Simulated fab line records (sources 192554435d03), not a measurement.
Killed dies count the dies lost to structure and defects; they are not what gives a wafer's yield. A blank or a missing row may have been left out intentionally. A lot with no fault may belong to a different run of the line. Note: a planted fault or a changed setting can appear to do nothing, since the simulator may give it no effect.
Problem report in the 8D (eight disciplines) form, filled by code | flow n5-finfet | the parts of the form that need people (team, actions taken, sign-off) are left out

## 1. WHAT IS WRONG
Wafers free of any fault read 40.4 nm (standard deviation 1.4) for M3_THK at N5_BEOL_M3_THK_MEAS_53, against a mean of 154.1 nm on 2 wafers of 2 lots. That puts it +81 standard deviations away from the usual mean.
The step: measures by xrf.
Earliest sighting: wafer L711.5 on film-metro-02 at day 13 06:10. At this step, 27 wafers from 9 lots have a number in the record. The rule behind "out" and "out of limits": a value lying over 4 standard deviations away from the usual mean. The other wafers with a number count as sound.

## 2. WHAT IT IS, AND WHAT IT ISN'T
question                    | is                           | is not
which readings at this step | M3_THK                       | -
which lots                  | L711, L712                   | L693, L694, L699, L701, L714, L715, L716
which wafers of those lots  | L711.5, L712.4               | L711.2, L711.3, L712.2, L712.6
read on which gauges        | film-metro-01, film-metro-02 | -
when                        | from day 13 06:10            | up to then (14 sound wafers); but 11 sound wafers of L712, L714, L715, L716 came after

## 3. SUSPECTS, AND WHAT RULES EACH OUT
Counting: if a tool at a process step up to the reading ran every lot that is out, it stays a suspect. Sound lots after the first of them don't rule it out here, since some wafers of a struck lot are sound.
- the gauge at N5_BEOL_M3_THK_MEAS_53 is ruled out. Those wafers that are out were read across 2 gauges (film-metro-01, film-metro-02).
- cmp-04 at N5_BEOL_M3_CMP_52 (polishes, stops on SiOC, t overpolish 6.8 s, target thk 40 nm): kept. It ran every lot that is out, first L711 (day 13 05:57); its last sound lot up to then is L701 (day 10 09:25). Its own barrier-field-endpoint-s, overpolish-run-s, time-to-endpoint-s readings are out on those wafers.
- Within cmp-04 at N5_BEOL_M3_CMP_52: the wafers that are out ran in chambers 0, 1; their sound lot-mates ran in chambers 2, 3.
Remaining after the count: cmp-04 at N5_BEOL_M3_CMP_52.

## 4. THE CAUSE (what the simulator had put in)
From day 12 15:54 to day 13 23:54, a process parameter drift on cmp-04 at N5_BEOL_M3_CMP_52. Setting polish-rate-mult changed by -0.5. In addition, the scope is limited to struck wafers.
This tool alone remained once counting was done.

## 5. SEQUENCE OF EFFECTS, ordered by route
Each row: a reading whose mean over the struck wafers that have a number lies more than 3 standard deviations from the usual. Scope: only readings with a usual standard deviation given in the record; hours: median across lots of the time from each lot's start at the first step in this table that gives one to its start at this step; sigmas: change in usual standard deviations.
hours | step                    | reading                  | usual   | on struck wafers | change | sigmas
0     | N5_BEOL_M3_CMP_52       | barrier-field-endpoint-s | 24.5 s  | 41.3             | +16.8  | +25
0     | N5_BEOL_M3_CMP_52       | overpolish-run-s         | 6.801 s | 0.048            | -6.753 | -99 or more
0     | N5_BEOL_M3_CMP_52       | time-to-endpoint-s       | 62 s    | 82               | +20    | +6.1
0     | N5_BEOL_M3_THK_MEAS_53  | M3_THK                   | 40.4 nm | 154.1            | +113.7 | +81
1     | N5_BEOL_M3_INSPECT_59   | raw-defect-count         | 72      | 5086             | +5014  | +99 or more
140   | N5_PASSIVATION_PROBE_49 | defect-limited-yield     | 91.0 %  | 0.0              | -91.0  | -65
140   | N5_PASSIVATION_PROBE_49 | killed_at_M0_to_M3       | 33      | 1124             | +1090  | +99 or more
140   | N5_PASSIVATION_PROBE_49 | killed-dies              | 106     | 1180             | +1074  | +63
140   | N5_PASSIVATION_PROBE_49 | killed-on-rim            | 14      | 152              | +138   | +36
140   | N5_PASSIVATION_PROBE_49 | sort-n-pass              | 1074    | 0                | -1074  | -63
140   | N5_PASSIVATION_PROBE_49 | sort-yield-pct           | 91.0 %  | 0.0              | -91.0  | -65
Process steps it contains:
- N5_BEOL_M3_CMP_52: polishes, stops on SiOC, t overpolish 6.8 s, target thk 40 nm.
- N5_PASSIVATION_PROBE_49

## 6. WHAT WOULD HAVE CAUGHT IT SOONER
14 hours passed between the start of the fault at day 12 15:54 and the first reading out of limits at a measuring or inspecting step in this record, taken at day 13 06:10.
At N5_BEOL_M3_CMP_52, the tool's own readings (barrier-field-endpoint-s, overpolish-run-s, time-to-endpoint-s) were out on each struck wafer the step has a row for, so an alarm limit on them would have fired on the first such wafer.
Among the 2 lots that are out, L712 began N5_BEOL_M3_CMP_52 on cmp-04 after day 13 06:10. Had the tool been put on hold then, it would have been spared.
